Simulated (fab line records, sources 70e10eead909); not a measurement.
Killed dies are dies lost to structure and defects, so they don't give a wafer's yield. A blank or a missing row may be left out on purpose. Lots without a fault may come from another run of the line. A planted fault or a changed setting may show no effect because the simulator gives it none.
A struck lot beside a sound one | flow nand_harc | 14 steps out of a route of 1302
Sound: wafers L279.2, L279.3, L279.6. Struck: wafers L275.2, L275.4, L275.6. The cause comes at the end.
At each step with rows: each side's tool, then ch and its chambers, then its first start. Under that, the readings that differ: sound wafers | struck wafers | difference of the means | sigmas: that difference in standard deviations of wafers without a fault.
alike: readings whose means differ by less than 2 such deviations, and words and numbers that are the same on both sides. not compared: withheld readings, readings that some wafer has no value for, bounds like >300 that may hide the same value, and numbers for which the record gives no deviation and whose values overlap.
The two part at a step that has a row with sigmas, a row that says differs or no value, or rows on one side only. Numbers that don't overlap but have no deviation are shown without sigmas and don't part them. A reading that every wafer of one side lacks parts them only if that side has two wafers or more.

first, 1 step without rows for these wafers: NHARC_P_M0_SRD_25.
NHARC_P_M0_INSPECT_27:
  sound on defect_inspect-02, day 14 05:08; struck on defect_inspect-02, day 12 07:38
  alike: raw_defect_count
NHARC_P_M0_PRE_CLEAN_31: time 12 s.
  sound on pecvd-03 ch 0,2, day 14 05:21; struck on pecvd-02 ch 0,1,2, day 12 07:43
  alike: heater_power_w
NHARC_P_M0_DEP_32: deposits SiCN, target thk 30 nm.
  sound on pecvd-03 ch 0,2, day 14 05:26; struck on pecvd-02 ch 0,1,2, day 12 07:49
  alike: heater_power_w
then, 7 steps without rows for these wafers: NHARC_P_M1_DEP_00 (deposits SiOC, target thk 182.5 nm); NHARC_P_M1_DEHYDRATE_01 (time 120 s); NHARC_P_M1_HMDS_02 (time 30 s); NHARC_P_M1_COAT_34 (time 65 s); NHARC_P_M1_COAT_03 (resist thk 90 nm); NHARC_P_M1_SOFTBAKE_04 (time 55 s); NHARC_P_M1_EBR_05.
NHARC_P_M1_EXPOSE_06: exposes mask P M1, target cd 130 nm.
  sound on arfi_scanner-01 ch 0, day 14 06:32; struck on arfi_scanner-02 ch 0, day 12 08:46
  reading              | sound             | struck            | difference | sigmas
  exposure_dose_mJ_cm2 | 81.81 81.95 81.83 | 81.13 81.02 81.06 | -0.79      | -8
  alike: mask, focus_offset_nm
then, 1 step without rows for these wafers: NHARC_P_M1_PEB_07 (peb time 65 s).
-- the record jumps here: 18 days lie between the struck wafers' starts before and after (it left off in module P_M1 and takes up again in module END, whose first step shown is number 1302 of the route) --
NHARC_END_SORT_01:
  sound on prober-01 ch 0, day 33 12:32; struck on prober-02 ch 0, day 30 09:59
  reading                  | sound    | struck      | difference | sigmas
  defect_limited_yield (%) | 90 90 91 | 84 84 83    | -7         | -2
  killed_at_array          | 62 62 60 | 100 105 111 | +44        | +2
  killed_dies              | 68 65 62 | 107 108 115 | +45        | +2
  alike: killed_at_other, killed_at_periphery, killed_open, killed_short

WHERE THEY PART
First at NHARC_P_M1_EXPOSE_06; last, within this record, at NHARC_END_SORT_01.

WHY: what the simulator had put in
Process parameter drift: arfi_scanner-02, from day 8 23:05 on, at NHARC_P_M1_EXPOSE_06. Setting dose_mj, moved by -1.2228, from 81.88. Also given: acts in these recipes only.
